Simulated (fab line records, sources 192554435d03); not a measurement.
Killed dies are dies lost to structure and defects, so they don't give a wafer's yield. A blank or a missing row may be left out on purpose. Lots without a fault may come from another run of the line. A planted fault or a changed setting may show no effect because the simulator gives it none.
Chamber matching | flow n5_finfet | N5_BEOL_M10_CURE_71 on uv_cure-03: 3 sister chambers
The step cures SiCOH lowk, time 240 s. 6 wafers are shown with their chamber, then 9 later ones without.

WAFERS WITH THEIR CHAMBER
wafer  | chamber | wafer_temp_C_max | lamp_power_pct (%)
L077.3 | 2       | 386.6            | 52.24
L077.4 | 2       | 386.0            | 52.28
L081.2 | 1       | 385.6            | 52.35
L081.3 | 1       | 385.5            | 52.34
L087.3 | 0       | 387.9            | 52.26
L087.4 | 0       | 388.2            | 52.27

WAFERS WITHOUT THEIR CHAMBER
wafer  | wafer_temp_C_max | lamp_power_pct (%)
L091.1 | 386.2            | 52.35
L091.2 | 385.7            | 52.37
L091.5 | 386.3            | 52.28
L095.1 | 386.5            | 52.31
L095.2 | 386.5            | 52.32
L095.3 | 386.4            | 52.29
L096.2 | 385.6            | 52.22
L096.3 | 385.6            | 52.29
L096.4 | 386.3            | 52.44

WHICH CHAMBER EACH WENT THROUGH
wafer  | from the rows above     | in truth
L091.1 | 1                       | 1
L091.2 | 1                       | 1
L091.5 | 2                       | 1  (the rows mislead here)
L095.1 | can't be placed: 2 or 1 | 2
L095.2 | can't be placed: 2 or 1 | 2
L095.3 | 2                       | 2
L096.2 | 2                       | 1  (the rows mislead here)
L096.3 | can't be placed: 2 or 1 | 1
L096.4 | 1                       | 1
Placed correctly: 4 of 9. Can't be placed from these rows: 3 (the true chamber is among the candidates in 3). Placed wrongly: 2.
How it was worked out, from the rows above alone: a wafer's distance from a chamber is the root of the sum, over the readings, of the square of ((its reading less the chamber's mean) divided by the reading's scatter). The wafer belongs to the nearest chamber; if the next one is less than 2 further off, it can't be placed. A chamber's mean is the mean of its shown wafers. The scatter: the root of (the sum of the squares of (reading less its chamber's mean) over the shown wafers, divided by (wafers less chambers)).
